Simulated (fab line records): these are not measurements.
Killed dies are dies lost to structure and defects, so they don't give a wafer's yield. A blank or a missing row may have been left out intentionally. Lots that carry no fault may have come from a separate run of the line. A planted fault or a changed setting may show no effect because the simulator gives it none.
fab line records	flow nand_harc
record: lots: 7	wafers: 21	last_day: 33
route steps=1302 shown P_CONTACT@248 P_M0@253 END@1302
lots untouched by any fault: they come from a run of this same line in which no faults occurred
start_h: hours from the record's opening day to when the first of the lot's shown wafers began	wait_h: time in hours since the lot's previous step	" unchanged from the row above	L1.1+2: a row that stands for several wafers	- no value, or no start given	* or withheld: withheld	< > ~ a bound
route shown NAME@n: names a module that has steps shown in the file, with the first one's number in the route	usual: the fault-free wafers' mean and standard deviation	same: alike in all rows	chamber/n: place in a boat	sites: per-site readings	_std_site: standard deviation of those values	_edge_site: mean of outer sites minus mean of inner sites	radius_mm: how far each site lies from the wafer's centre	mask NAME#n: copy n	behind: tool/chamber where the wafer was last shaped	hold: the reason the lot was held/the length of the hold in hours/how it ended	device: transistor that didn't switch, given as n, p or np	end of line: the same wafers' tests at the end of the route	a step given without rows: its recipe and nothing more	killed: not the wafer's yield, but the dies lost to structure and defects at the first sort	map: per-die view of a wafer (x killed, . not killed, _ where there is no die)
set.NAME: the setting that was run; set.NAME@STEP: the one run at that earlier step	model.NAME: the simulator's own value behind a step, which no gauge read
a table for each step, a row for each wafer; lots at some steps of the route
services: a tool's chamber out of use, with start hour (start_h, from the record's first day; less than 0 if before it), hours out, and reason
== steps ==
step: NHARC_P_CONTACT_CVD_23
recipe: target_thk_a: 2000	temp_c: 300	pressure_torr: 40	wf6_flow_sccm: 40	h2_flow_sccm: 1600	ar_flow_sccm: 1560	time_s: 557	material: W
usual: heater_power_w: 476/35	throttle_valve_pct: 7.99/0.27
lot.wafer	tool	chamber	start_h	wait_h	heater_power_w	throttle_valve_pct
L822.3	cvd_w-02	1	-	-	483	8.32
L822.6	"	1	"	"	479	8.35
L822.5	"	0	"	"	443	7.64
L829.3	cvd_w-02	0	-	-	444	7.31
L829.6	"	0	"	"	456	7.61
L829.5	"	1	"	"	479	8.30
L830.4	cvd_w-02	0	-	-	455	7.65
L830.3	"	1	"	"	473	8.52
L830.6	"	0	"	"	455	7.73
L832.2	cvd_w-01	0	-	-	447	7.86
L832.1	"	1	"	"	544	7.86
L832.3	"	1	"	"	547	7.74
L834.3	cvd_w-01	0	-	-	457	7.80
L834.4	"	1	"	"	556	7.89
L834.5	"	0	"	"	456	7.87
L835.4	cvd_w-02	1	-	-	478	8.21
L835.5	"	1	"	"	468	8.36
L835.6	"	0	"	"	445	7.86
L837.1	cvd_w-02	0	-	-	443	7.87
L837.6	"	0	"	"	431	8.12
L837.5	"	1	"	"	474	7.83
step: NHARC_P_CONTACT_CMP_24
recipe: t_overpolish_s: 30	target_thk_nm: 200
usual: motor_current_A: 11.7/1.1	overpolish_run_s: 29.999/0.0093	retaining_ring_pressure_frac: 1.000/0.0044	slurry_filter_dp_kPa: 13.48/0.13	time_to_endpoint_s: 39.7/2.8
same: t_overpolish_s: 30
lot.wafer	tool	chamber	start_h	wait_h	motor_current_A	overpolish_run_s	retaining_ring_pressure_frac	slurry_filter_dp_kPa	time_to_endpoint_s
L822.3	cmp-02	2	160.88	0.4	11.0	30.000	1.007	13.41	39.4
L822.5	"	2	"	"	11.4	29.985	1.001	13.49	36.5
L822.6	"	3	"	"	11.0	29.997	1.008	13.52	40.5
L829.3	cmp-02	2	236.87	0.4	11.3	30.009	0.995	13.31	40.0
L829.5	"	1	"	"	10.4	29.989	0.997	13.42	44.1
L829.6	"	2	"	"	11.2	29.995	0.999	13.43	42.4
L830.4	cmp-04	0	244.44	0.4	12.4	29.991	0.993	13.73	40.3
L830.3	"	1	"	"	12.7	29.991	1.001	13.44	37.4
L830.6	"	0	"	"	11.6	29.993	1.001	13.37	41.1
L832.1	cmp-02	0	269.89	0.5	12.1	29.991	0.997	13.43	39.6
L832.3	"	1	"	"	10.2	29.986	0.999	13.60	42.3
L832.2	"	2	"	"	10.9	30.002	1.003	13.54	35.3
L834.3	cmp-04	2	287.16	0.4	14.0	29.998	0.996	13.40	40.2
L834.4	"	0	"	"	12.0	29.994	1.004	13.42	45.2
L834.5	"	1	"	"	12.9	30.007	1.002	13.41	38.3
L835.4	cmp-02	1	287.78	0.5	10.9	30.011	1.002	13.46	40.3
L835.5	"	2	"	"	11.5	29.999	1.007	13.53	36.8
L835.6	"	3	"	"	10.9	29.988	1.003	13.48	42.6
L837.1	cmp-02	0	317.00	0.6	12.3	29.997	0.995	13.52	41.6
L837.5	"	1	"	"	10.2	30.004	0.997	13.32	40.3
L837.6	"	2	"	"	11.2	29.993	0.995	13.69	36.5
step: NHARC_P_CONTACT_SRD_26
step: NHARC_P_CONTACT_INSPECT_27
usual: raw_defect_count: 305/130
lot.wafer	tool	chamber	start_h	wait_h	raw_defect_count
L822.3	defect_inspect-02	-	161.28	0.1	192
L822.5	"	-	"	"	206
L822.6	"	-	"	"	176
L829.3	defect_inspect-01	-	237.24	0.1	223
L829.5	"	-	"	"	231
L829.6	"	-	"	"	483
L830.3	defect_inspect-01	-	244.82	0.1	481
L830.4	"	-	"	"	443
L830.6	"	-	"	"	299
L832.1	defect_inspect-02	-	270.29	0.1	337
L832.2	"	-	"	"	583
L832.3	"	-	"	"	401
L834.3	defect_inspect-02	-	287.54	0.1	381
L834.4	"	-	"	"	270
L834.5	"	-	"	"	210
L835.4	defect_inspect-01	-	288.10	0.1	381
L835.5	"	-	"	"	349
L835.6	"	-	"	"	311
L837.1	defect_inspect-02	-	317.33	0.1	245
L837.5	"	-	"	"	271
L837.6	"	-	"	"	244
step: NHARC_P_M0_DEP_00
recipe: target_thk_a: 1500	target_thk_nm: 150	temp_c: withheld	pressure_torr: 5	flow_sccm: 200	rf_w: 600	material: SiOC
step: NHARC_P_M0_DEHYDRATE_01
recipe: temp_c: 150	time_s: 120
step: NHARC_P_M0_HMDS_02
recipe: time_s: 30
step: NHARC_P_M0_COAT_33
recipe: temp_c: 200	time_s: 65
step: NHARC_P_M0_COAT_03
recipe: spin_rpm: 1500	resist_thk_nm: 90
step: NHARC_P_M0_SOFTBAKE_04
recipe: temp_c: 105	time_s: 55
step: NHARC_P_M0_EBR_05
step: NHARC_P_M0_EXPOSE_06
recipe: na: 1.35	target_cd_nm: 90	dose_mj: 81.28	mask_id: P_M0
usual: exposure_dose_mJ_cm2: 81.20/0.1
lot.wafer	tool	chamber	start_h	wait_h	mask	exposure_dose_mJ_cm2
L822.3	arfi_scanner-02	0	162.05	-	P_M0#0	81.42
L822.5	"	0	"	"	P_M0#0	81.40
L822.6	"	0	"	"	P_M0#0	81.37
L829.3	arfi_scanner-01	0	238.01	-	P_M0#0	80.99
L829.5	"	0	"	"	P_M0#0	81.02
L829.6	"	0	"	"	P_M0#0	81.14
L830.3	arfi_scanner-02	0	245.59	-	P_M0#0	84.27
L830.4	"	0	"	"	P_M0#0	84.16
L830.6	"	0	"	"	P_M0#0	84.19
L832.1	arfi_scanner-02	0	271.06	-	P_M0#0	83.51
L832.2	"	0	"	"	P_M0#0	83.50
L832.3	"	0	"	"	P_M0#0	83.46
L834.3	arfi_scanner-02	0	288.31	-	P_M0#0	83.02
L834.4	"	0	"	"	P_M0#0	82.95
L834.5	"	0	"	"	P_M0#0	83.03
L835.4	arfi_scanner-03	0	288.88	-	P_M0#0	81.10
L835.5	"	0	"	"	P_M0#0	81.04
L835.6	"	0	"	"	P_M0#0	81.08
L837.1	arfi_scanner-03	0	318.09	-	P_M0#0	81.39
L837.5	"	0	"	"	P_M0#0	81.38
L837.6	"	0	"	"	P_M0#0	81.31
step: NHARC_P_M0_PEB_07
recipe: peb_temp_c: 100	peb_time_s: 65
step: NHARC_P_M0_DEVELOP_08
recipe: develop_time_s: 35	dev_temp_c: 23
step: NHARC_P_M0_CD_MEAS_09
recipe: target_cd_nm: 90	landing_energy_ev: 500
usual: cd_nm: 89.7/0.69
lot.wafer	tool	chamber	start_h	wait_h	cd_nm
L822.3	cd_sem-01	0	162.19	-	90.1
L822.5	"	0	"	"	89.2
L822.6	"	0	"	"	89.3
L829.3	cd_sem-03	0	238.14	-	90.4
L829.5	"	0	"	"	90.6
L829.6	"	0	"	"	90.4
L830.3	cd_sem-02	0	245.72	-	92.7
L830.4	"	0	"	"	92.9
L830.6	"	0	"	"	92.5
L832.1	cd_sem-01	0	271.21	-	90.6
L832.2	"	0	"	"	90.9
L832.3	"	0	"	"	91.9
L834.3	cd_sem-02	0	288.45	-	90.9
L834.4	"	0	"	"	91.5
L834.5	"	0	"	"	90.7
L835.4	cd_sem-03	0	289.01	-	89.8
L835.5	"	0	"	"	89.6
L835.6	"	0	"	"	89.9
L837.1	cd_sem-03	0	318.22	-	88.5
L837.5	"	0	"	"	89.3
L837.6	"	0	"	"	88.6
step: NHARC_P_M0_OVL_MEAS_10
recipe: pitch_nm: 180
usual: overlay_x_nm: 0.0/0.74	overlay_y_nm: 0.0/0.76
lot.wafer	tool	chamber	start_h	wait_h	overlay_x_nm	overlay_y_nm
L822.3	overlay-02	-	162.27	-	-0.6	1.1
L822.5	"	-	"	"	-0.6	1.5
L822.6	"	-	"	"	-0.8	0.5
L829.3	overlay-01	-	238.23	-	1.0	-0.3
L829.5	"	-	"	"	0.6	0.2
L829.6	"	-	"	"	0.6	-0.2
L830.3	overlay-02	-	245.81	-	0.0	0.5
L830.4	"	-	"	"	-0.2	1.0
L830.6	"	-	"	"	-0.5	0.5
L832.1	overlay-02	-	271.29	-	0.8	1.1
L832.2	"	-	"	"	1.0	0.2
L832.3	"	-	"	"	0.9	0.5
L834.3	overlay-01	-	288.53	-	-0.8	0.0
L834.4	"	-	"	"	-0.9	0.1
L834.5	"	-	"	"	-0.7	-0.2
L835.4	overlay-02	-	289.11	-	0.7	-1.0
L835.5	"	-	"	"	1.0	-0.3
L835.6	"	-	"	"	0.2	-0.8
L837.1	overlay-02	-	318.31	-	-1.0	-0.8
L837.5	"	-	"	"	-1.4	-0.9
L837.6	"	-	"	"	-1.1	-1.1
step: NHARC_P_M0_INSPECT_11
usual: raw_defect_count: 4.6/2.5
lot.wafer	tool	chamber	start_h	wait_h	raw_defect_count
L822.3	defect_inspect-02	-	162.31	0.0	2
L822.5	"	-	"	"	5
L822.6	"	-	"	"	5
L829.3	defect_inspect-02	-	238.26	0.0	3
L829.5	"	-	"	"	1
L829.6	"	-	"	"	9
L830.3	defect_inspect-01	-	245.84	0.0	6
L830.4	"	-	"	"	9
L830.6	"	-	"	"	10
L832.1	defect_inspect-01	-	271.33	0.0	4
L832.2	"	-	"	"	3
L832.3	"	-	"	"	7
L834.3	defect_inspect-01	-	288.57	0.0	4
L834.4	"	-	"	"	1
L834.5	"	-	"	"	1
L835.4	defect_inspect-01	-	289.15	0.0	2
L835.5	"	-	"	"	6
L835.6	"	-	"	"	1
L837.1	defect_inspect-02	-	318.35	0.0	4
L837.5	"	-	"	"	2
L837.6	"	-	"	"	6
step: NHARC_P_M0_DESCUM_14
recipe: time_s: 3	o2_flow_sccm: 200	ar_flow_sccm: 0	bias_power_w: 0	chemistry: O2
usual: drypump_motor_current_A: 5.8/0.35	oes_product_au: 0.996/0.01	rf_vpp_V: 57.7/0.85	showerhead_plenum_p_Torr: 1.89/0.048	throttle_valve_pct: 11.311/0.0084
lot.wafer	tool	chamber	start_h	wait_h	drypump_motor_current_A	oes_product_au	rf_hours_counter_h	rf_vpp_V	showerhead_plenum_p_Torr	throttle_valve_pct	model.P_M0.cd_nm
L822.3	rie_diel-08	1	162.38	0.1	5.9	1.008	27	57.9	1.87	11.306	89.62
L822.5	"	0	"	"	5.9	1.010	-	58.6	1.88	11.309	88.87
L822.6	"	1	"	"	5.8	1.001	-	58.2	1.87	11.323	89.26
L829.3	rie_diel-08	0	238.35	0.1	5.9	0.990	10	58.6	1.87	11.302	90.02
L829.5	"	1	"	"	5.9	0.999	-	57.3	1.87	11.321	89.7
L829.6	"	2	"	"	6.0	0.996	-	57.2	1.89	11.293	89.48
L830.4	rie_diel-08	0	245.92	0.1	5.9	0.997	12	57.7	1.87	11.314	92.72
L830.3	"	1	"	"	5.9	0.992	11	57.8	1.87	11.320	92.14
L830.6	"	2	"	"	6.0	0.989	-	56.8	1.89	11.311	91.43
L832.1	rie_diel-08	3	271.39	0.1	6.1	0.990	14	57.6	1.86	11.311	90.16
L832.3	"	0	"	"	5.9	0.988	16	57.1	1.87	11.314	92.17
L832.2	"	2	"	"	6.0	0.978	11	57.9	1.89	11.319	90.96
L834.4	rie_diel-02	2	288.64	0.1	4.9	1.009	21	59.4	1.92	11.315	91.86
L834.3	"	3	"	"	5.2	1.012	23	59.2	1.87	11.317	91
L834.5	"	1	"	"	6.2	0.987	-	57.9	2.07	11.308	90.27
L835.4	rie_diel-08	2	289.25	0.1	6.0	0.996	-	57.3	1.89	11.303	89.96
L835.6	"	0	"	"	5.9	1.001	-	58.6	1.87	11.320	89.66
L835.5	"	1	"	"	5.9	0.993	-	57.8	1.87	11.299	90.09
L837.1	rie_diel-08	1	318.44	0.1	5.9	0.989	21	57.9	1.87	11.325	88.23
L837.5	"	2	"	"	6.0	0.987	-	57.5	1.89	11.303	88.77
L837.6	"	3	"	"	6.2	0.998	-	56.4	1.85	11.305	88.05
step: NHARC_P_M0_ETCH_34
recipe: target_depth_a: 400	overetch_a: 120	time_s: 43.94	ion_energy_ev: 200	n2_flow_sccm: 150	h2_flow_sccm: 150	ar_flow_sccm: 0	rf_w: 400	bias_w: 150	chemistry: N2/H2
usual: drypump_motor_current_A: 5.8/0.34	oes_product_au: 0.998/0.0095	rf_vpp_V: 429.7/1.6	showerhead_plenum_p_Torr: 2.01/0.049	throttle_valve_pct: 14.171/0.0085
lot.wafer	tool	chamber	start_h	wait_h	drypump_motor_current_A	oes_product_au	rf_hours_counter_h	rf_vpp_V	showerhead_plenum_p_Torr	throttle_valve_pct
L822.3	rie_diel-08	3	162.45	0.1	6.2	1.009	22	428.5	1.98	14.173
L822.5	"	3	"	"	6.2	1.014	-	430.9	1.98	14.159
L822.6	"	0	"	"	5.9	1.006	-	428.9	2.00	14.164
L829.3	rie_diel-08	2	238.42	0.1	6.0	0.993	7	429.0	2.01	14.173
L829.6	"	0	"	"	5.9	0.989	-	427.9	2.00	14.180
L829.5	"	1	"	"	5.9	0.990	-	429.4	1.99	14.162
L830.4	rie_diel-08	1	246.00	0.1	5.8	0.989	11	430.5	1.99	14.191
L830.3	"	2	"	"	6.0	0.983	9	430.5	2.01	14.174
L830.6	"	0	"	"	5.9	1.001	-	429.3	2.00	14.181
L832.3	rie_diel-08	0	271.50	0.1	5.9	0.995	16	430.8	1.99	14.176
L832.1	"	2	"	"	6.0	0.992	11	429.6	2.01	14.160
L832.2	"	3	"	"	6.2	0.984	14	429.5	1.98	14.161
L834.3	rie_diel-02	3	288.71	0.1	5.2	1.014	23	428.3	2.00	14.168
L834.4	"	0	"	"	5.2	1.008	24	431.7	2.07	14.174
L834.5	"	0	"	"	5.2	1.015	-	432.1	2.07	14.168
L835.5	rie_diel-08	1	289.34	0.1	5.8	0.999	-	428.8	1.99	14.199
L835.4	"	2	"	"	6.0	0.996	-	428.8	2.01	14.169
L835.6	"	0	"	"	5.9	0.996	-	428.9	1.99	14.161
L837.1	rie_diel-08	3	318.50	0.1	6.2	1.009	20	429.6	1.98	14.175
L837.6	"	2	"	"	6.0	1.005	-	430.1	2.01	14.169
L837.5	"	3	"	"	6.2	1.009	-	428.6	1.98	14.163
step: NHARC_P_M0_ETCH_15
recipe: target_depth_a: 1500	overetch_a: 150	time_s: 82.5	c4f8_flow_sccm: withheld	ar_flow_sccm: 400	rf_w: 600	bias_w: 300	chemistry: C4F8/Ar
usual: oes_product_au: 0.955/0.022	rf_vpp_V: 440.1/1.6
lot.wafer	tool	chamber	start_h	wait_h	oes_product_au	rf_hours_counter_h	rf_vpp_V	model.P_M0.cd_nm
L822.3	rie_diel-08	2	-	-	0.973	22	440.8	89.49
L822.5	"	3	"	"	0.994	-	440.0	88.87
L822.6	"	0	"	"	0.967	-	438.9	89.45
L829.3	rie_diel-08	3	-	-	0.967	8	438.0	90.08
L829.5	"	1	"	"	0.953	-	439.9	89.81
L829.6	"	2	"	"	0.948	-	439.8	89.96
L830.4	rie_diel-08	3	-	-	0.953	10	439.5	92.75
L830.3	"	1	"	"	0.958	11	439.7	92.62
L830.6	"	0	"	"	0.975	-	441.1	92.04
L832.3	rie_diel-08	0	-	-	0.952	16	439.5	93.02
L832.2	"	2	"	"	0.951	11	440.4	90.81
L832.1	"	3	"	"	0.952	14	437.9	90.66
L834.4	rie_diel-02	0	-	-	0.975	24	441.0	92.14
L834.3	"	1	"	"	0.957	22	447.2	91.55
L834.5	"	0	"	"	0.973	-	441.6	90.38
L835.5	rie_diel-08	2	-	-	0.955	-	440.7	90.15
L835.6	"	0	"	"	0.959	-	438.8	90.22
L835.4	"	1	"	"	0.947	-	439.7	90.22
L837.1	rie_diel-08	3	-	-	0.957	20	438.7	87.71
L837.5	"	0	"	"	0.965	-	439.8	88.38
L837.6	"	1	"	"	0.976	-	440.2	88.3
step: NHARC_P_M0_CD_MEAS_16
usual: cd_nm: 89.7/0.9
lot.wafer	tool	chamber	start_h	wait_h	cd_nm
L822.3	cd_sem-03	-	162.67	-	89.7
L822.5	"	-	"	"	88.9
L822.6	"	-	"	"	89.5
L829.3	cd_sem-03	-	238.63	-	90.0
L829.5	"	-	"	"	89.4
L829.6	"	-	"	"	89.9
L830.3	cd_sem-01	-	246.21	-	92.5
L830.4	"	-	"	"	93.2
L830.6	"	-	"	"	92.0
L832.1	cd_sem-03	-	271.73	-	90.4
L832.2	"	-	"	"	90.5
L832.3	"	-	"	"	93.3
L834.3	cd_sem-01	-	288.93	-	91.4
L834.4	"	-	"	"	92.5
L834.5	"	-	"	"	90.8
L835.4	cd_sem-01	-	289.57	-	89.9
L835.5	"	-	"	"	89.8
L835.6	"	-	"	"	90.3
L837.1	cd_sem-03	-	318.71	-	87.3
L837.5	"	-	"	"	88.1
L837.6	"	-	"	"	88.1
step: NHARC_END_SORT_01
recipe: temp_c: 25
usual: defect_limited_yield: 89.9/2.7	killed_at_array: 64/18	killed_at_other: 0.8/1.1	killed_at_periphery: 3.8/2.7	killed_dies: 68/18	killed_open: 3.3/1.9	killed_short: 2.3/1.8
same: gross_dies: 677
lot.wafer	tool	chamber	start_h	wait_h	defect_limited_yield[%]	killed_at_array	killed_at_other	killed_at_periphery	killed_dies	killed_open	killed_short
L822.3	prober-01	0	617.31	3.1	83.9	107	1	1	109	8	3
L822.5	prober-01	0	618.91	3.7	85.4	98	0	1	99	1	1
L822.6	prober-01	0	619.70	4.0	85.2	95	1	4	100	4	6
L830.3	prober-01	0	687.73	3.1	86.7	86	0	4	90	0	3
L830.4	prober-01	0	688.53	3.4	84.8	95	0	8	103	4	2
L830.6	prober-01	0	690.12	4.0	88.2	78	0	2	80	2	3
L829.3	prober-02	0	687.78	3.1	93.2	43	1	2	46	5	3
L829.5	prober-02	0	689.39	3.7	93.4	45	0	0	45	3	2
L829.6	prober-02	0	690.19	4.0	91.7	47	1	8	56	2	7
L832.1	prober-02	0	713.22	2.5	92.3	50	0	2	52	2	0
L832.2	prober-02	0	714.02	2.8	93.2	42	0	4	46	3	1
L832.3	prober-02	0	714.83	3.1	92.3	47	2	3	52	4	1
L834.3	prober-01	0	737.55	3.1	91.0	56	3	2	61	1	2
L834.4	prober-01	0	738.33	3.3	90.7	60	2	1	63	2	6
L834.5	prober-01	0	739.11	3.6	88.6	74	2	1	77	3	4
L835.4	prober-02	0	738.36	3.4	90.1	65	1	1	67	3	2
L835.5	prober-02	0	739.15	3.7	90.3	65	0	1	66	5	1
L835.6	prober-02	0	739.95	4.0	90.8	60	0	2	62	1	3
L837.1	prober-01	0	779.01	2.5	91.3	51	0	8	59	3	2
L837.5	prober-01	0	782.22	3.7	90.4	58	2	5	65	9	1
L837.6	prober-01	0	783.02	4.0	89.8	61	2	6	69	5	0
killed by level:class
L822.3 A_CHANNEL_HOLE_D2:chamber_film_flake=31 A_CHANNEL_HOLE_D1:chamber_film_flake=29 A_SLIT:chamber_film_flake=20 A_STAIRCASE:chamber_film_flake=10 A_CONTACT:chamber_film_flake=3 A_CHANNEL_HOLE_D1:geometric_particle:short=2 A_DECK1_JOINT:geometric_particle:open=2 A_WL_FILL:geometric_particle:open=2
L822.5 A_CHANNEL_HOLE_D1:chamber_film_flake=38 A_CHANNEL_HOLE_D2:chamber_film_flake=27 A_SLIT:chamber_film_flake=22 A_CONTACT:chamber_film_flake=5 A_STAIRCASE:chamber_film_flake=4 A_ONON_D2:geometric_particle:short=1 A_CONTACT:geometric_particle:open=1 P_GATE:chamber_film_flake=1
L822.6 A_CHANNEL_HOLE_D2:chamber_film_flake=36 A_CHANNEL_HOLE_D1:chamber_film_flake=26 A_SLIT:chamber_film_flake=21 A_STAIRCASE:chamber_film_flake=2 A_CONTACT:chamber_film_flake=2 P_STI:geometric_particle:short=1 P_M1:geometric_particle:open=1 A_ONON_D1:geometric_particle:open=1
L830.3 A_SLIT:chamber_film_flake=33 A_CHANNEL_HOLE_D1:chamber_film_flake=24 A_CHANNEL_HOLE_D2:chamber_film_flake=15 A_CONTACT:chamber_film_flake=4 P_CONTACT:chamber_film_flake=3 A_CHANNEL_FILL_D2:chamber_film_flake=3 A_CHANNEL_FILL_D2:geometric_particle:short=2 A_STAIRCASE:chamber_film_flake=2
L829.3 A_CHANNEL_HOLE_D1:chamber_film_flake=25 A_CHANNEL_FILL_D1:chamber_film_flake=4 A_WL_FILL:chamber_film_flake=3 A_CHANNEL_FILL_D2:geometric_particle:open=2 P_M1:geometric_particle:open=1 A_ONON_D1:geometric_particle:short=1 A_CHANNEL_FILL_D1:geometric_particle:open=1 A_CHANNEL_FILL_D2:geometric_particle:short=1
L830.4 A_SLIT:chamber_film_flake=35 A_CHANNEL_HOLE_D1:chamber_film_flake=28 A_CHANNEL_HOLE_D2:chamber_film_flake=22 P_CONTACT:chamber_film_flake=6 A_CONTACT:chamber_film_flake=3 A_ONON_D1:geometric_particle:open=2 A_BLC:chamber_film_flake=2 P_CONTACT:geometric_particle:open=1
L829.5 A_CHANNEL_HOLE_D1:chamber_film_flake=31 A_WL_FILL:chamber_film_flake=4 A_CONTACT:chamber_film_flake=3 A_CHANNEL_FILL_D1:chamber_film_flake=2 A_CHANNEL_FILL_D1:geometric_particle:open=1 A_DECK1_JOINT:geometric_particle:open=1 A_ONON_D2:geometric_particle:short=1 A_WL_FILL:geometric_particle:short=1
L830.6 A_CHANNEL_HOLE_D1:chamber_film_flake=30 A_SLIT:chamber_film_flake=27 A_CHANNEL_HOLE_D2:chamber_film_flake=12 A_CONTACT:chamber_film_flake=2 A_CHANNEL_HOLE_D1:geometric_particle:open=1 A_ONON_D2:geometric_particle:open=1 A_ONON_D2:geometric_particle:short=1 A_STAIRCASE:geometric_particle:short=1
L829.6 A_CHANNEL_HOLE_D1:chamber_film_flake=29 A_WL_FILL:chamber_film_flake=6 P_STI:chamber_film_flake=4 A_CHANNEL_FILL_D1:chamber_film_flake=3 A_SGD_CUT:geometric_particle:short=2 A_CHANNEL_FILL_D1:geometric_particle:short=2 P_CONTACT:geometric_particle:short=1 P_M1:geometric_particle:short=1
L832.1 A_CHANNEL_HOLE_D2:chamber_film_flake=24 A_CHANNEL_HOLE_D1:chamber_film_flake=11 A_SLIT:chamber_film_flake=7 P_GATE:chamber_film_flake=2 A_CHANNEL_FILL_D1:chamber_film_flake=2 A_CHANNEL_FILL_D2:chamber_film_flake=2 A_WL_FILL:geometric_particle:open=1 A_M0:geometric_particle:open=1
L832.2 A_CHANNEL_HOLE_D2:chamber_film_flake=20 A_CHANNEL_HOLE_D1:chamber_film_flake=9 A_CONTACT:chamber_film_flake=6 A_CHANNEL_FILL_D1:chamber_film_flake=3 P_GATE:geometric_particle:open=1 P_CONTACT:geometric_particle:open=1 A_CHANNEL_HOLE_D2:geometric_particle:open=1 A_M0:geometric_particle:short=1
L832.3 A_CHANNEL_HOLE_D2:chamber_film_flake=26 A_CHANNEL_HOLE_D1:chamber_film_flake=8 A_SLIT:chamber_film_flake=5 A_CHANNEL_HOLE_D2:geometric_particle:open=2 A_CONTACT:chamber_film_flake=2 THIN_TSV:chamber_film_flake=2 P_CONTACT:geometric_particle:open=1 P_CONTACT:geometric_particle:short=1
L834.3 A_SLIT:chamber_film_flake=21 A_CHANNEL_HOLE_D2:chamber_film_flake=15 A_CONTACT:chamber_film_flake=11 A_CHANNEL_HOLE_D1:chamber_film_flake=4 THIN_TSV:chamber_film_flake=3 P_M0:geometric_particle:short=2 A_STAIRCASE:chamber_film_flake=2 A_CHANNEL_FILL_D2:geometric_particle:open=1
L834.4 A_SLIT:chamber_film_flake=27 A_CHANNEL_HOLE_D2:chamber_film_flake=12 A_CONTACT:chamber_film_flake=10 A_CHANNEL_HOLE_D1:chamber_film_flake=2 P_M1:geometric_particle:short=1 A_ONON_D1:geometric_particle:short=1 A_CHANNEL_HOLE_D1:geometric_particle:short=1 A_CHANNEL_FILL_D1:geometric_particle:short=1
L835.4 A_CHANNEL_HOLE_D1:chamber_film_flake=37 A_CHANNEL_HOLE_D2:chamber_film_flake=15 A_SLIT:chamber_film_flake=3 A_CHANNEL_FILL_D1:chamber_film_flake=2 A_CONTACT:chamber_film_flake=2 A_STAIRCASE:chamber_film_flake=2 P_CONTACT:geometric_particle:open=1 A_ONON_D1:geometric_particle:open=1
L834.5 A_SLIT:chamber_film_flake=32 A_CHANNEL_HOLE_D2:chamber_film_flake=24 A_CONTACT:chamber_film_flake=6 A_CHANNEL_HOLE_D1:chamber_film_flake=5 A_M0:geometric_particle:open=2 THIN_TSV:chamber_film_flake=2 P_M0:geometric_particle:short=1 A_SOURCE_PLATE:geometric_particle:short=1
L835.5 A_CHANNEL_HOLE_D1:chamber_film_flake=31 A_CHANNEL_HOLE_D2:chamber_film_flake=19 A_SLIT:chamber_film_flake=6 A_STAIRCASE:chamber_film_flake=2 P_M1:geometric_particle:open=1 A_ONON_D2:geometric_particle:short=1 A_CHANNEL_FILL_D2:geometric_particle:open=1 A_SGD_CUT:geometric_particle:open=1
L835.6 A_CHANNEL_HOLE_D1:chamber_film_flake=28 A_CHANNEL_HOLE_D2:chamber_film_flake=19 A_SLIT:chamber_film_flake=4 A_M0:chamber_film_flake=2 A_CONTACT:chamber_film_flake=2 P_GATE:geometric_particle:short=1 P_M0:geometric_particle:short=1 A_SOURCE_PLATE:geometric_particle:open=1
L837.1 A_SLIT:chamber_film_flake=27 A_CHANNEL_HOLE_D1:chamber_film_flake=11 A_CONTACT:chamber_film_flake=6 P_GATE:chamber_film_flake=3 P_BONDPAD:chamber_film_flake=3 A_CHANNEL_HOLE_D2:chamber_film_flake=2 P_M0:geometric_particle:open=1 A_SOURCE_PLATE:geometric_particle:open=1
L837.5 A_SLIT:chamber_film_flake=28 A_CHANNEL_HOLE_D1:chamber_film_flake=11 A_CONTACT:chamber_film_flake=9 A_CHANNEL_HOLE_D2:chamber_film_flake=2 A_STAIRCASE:chamber_film_flake=2 THIN_TSV:chamber_film_flake=2 P_CONTACT:geometric_particle:open=1 P_M0:geometric_particle:open=1
L837.6 A_SLIT:chamber_film_flake=31 A_CONTACT:chamber_film_flake=12 A_CHANNEL_HOLE_D1:chamber_film_flake=10 P_BONDPAD:chamber_film_flake=3 A_CHANNEL_HOLE_D2:chamber_film_flake=3 P_STI:chamber_film_flake=2 THIN_TSV:chamber_film_flake=2 P_M0:geometric_particle:open=1
== services ==
tool	chamber	start_h	hours	kind
arfi_scanner-02	-	140.00	4.0	pm
rie_diel-02	0	156.25	9.1	repair
rie_diel-02	1	166.55	2.4	repair
rie_diel-02	3	176.76	7.7	repair
cvd_w-01	-	185.00	13.0	pm
rie_diel-08	-	190.80	9.0	pm
arfi_scanner-03	-	196.39	4.0	pm
arfi_scanner-03	-	200.83	2.6	repair
rie_diel-02	0	202.13	1.4	repair
arfi_scanner-02	-	204.97	4.2	repair
cvd_w-02	-	205.11	0.7	repair
cmp-02	-	216.31	1.5	repair
rie_diel-02	-	217.39	9.0	pm
cmp-02	-	228.06	1.0	repair
cmp-02	-	232.56	4.0	pm
cmp-02	-	241.99	0.9	repair
rie_diel-08	2	260.28	2.6	repair
cvd_w-02	-	269.00	13.0	pm
cmp-02	-	272.75	1.3	repair
rie_diel-08	3	288.38	12.3	repair
arfi_scanner-02	-	311.81	1.0	repair
arfi_scanner-02	-	312.86	4.0	pm
rie_diel-02	3	314.11	4.5	repair
cmp-02	-	314.87	0.3	repair
== key ==
first_sign: step: NHARC_P_M0_EXPOSE_06	reading: exposure_dose_mJ_cm2	direction: up	sigmas: 24	usual: 81.20	struck: 83.56
effect: step: NHARC_P_M0_CD_MEAS_09	reading: cd_nm	direction: up	sigmas: 2.8	usual: 89.7	struck: 91.6	through: control_loop
effect: step: NHARC_P_M0_CD_MEAS_16	reading: cd_nm	direction: up	sigmas: 2.4	usual: 89.7	struck: 91.8	wafers_moved: 5	through: control_loop
model_effect: step: NHARC_P_M0_DESCUM_14	value: P_M0.cd_nm	without: 89.65	struck: 91.41
model_effect: step: NHARC_P_M0_ETCH_15	value: P_M0.cd_nm	without: 90.01	struck: 91.77
met_at NHARC_P_M0_EXPOSE_06
struck_wafers L830.3,L830.4,L830.6,L832.1,L832.2,L832.3,L834.3,L834.4,L834.5
loop_trim: step: NHARC_P_M0_EXPOSE_06	setting: dose	lots: L832,L834
onset_between 162.05 245.59
fault: kind: process_parameter_drift	tool: arfi_scanner-02	chamber: -	onset_h: 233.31	steps: NHARC_P_M0_EXPOSE_06	channel: dose_mj	offset: 2.8983	shape: step	acts_in: these_recipes_only	stated: 81.28
loop_trim: a control loop set the setting to another value than it would have without faults
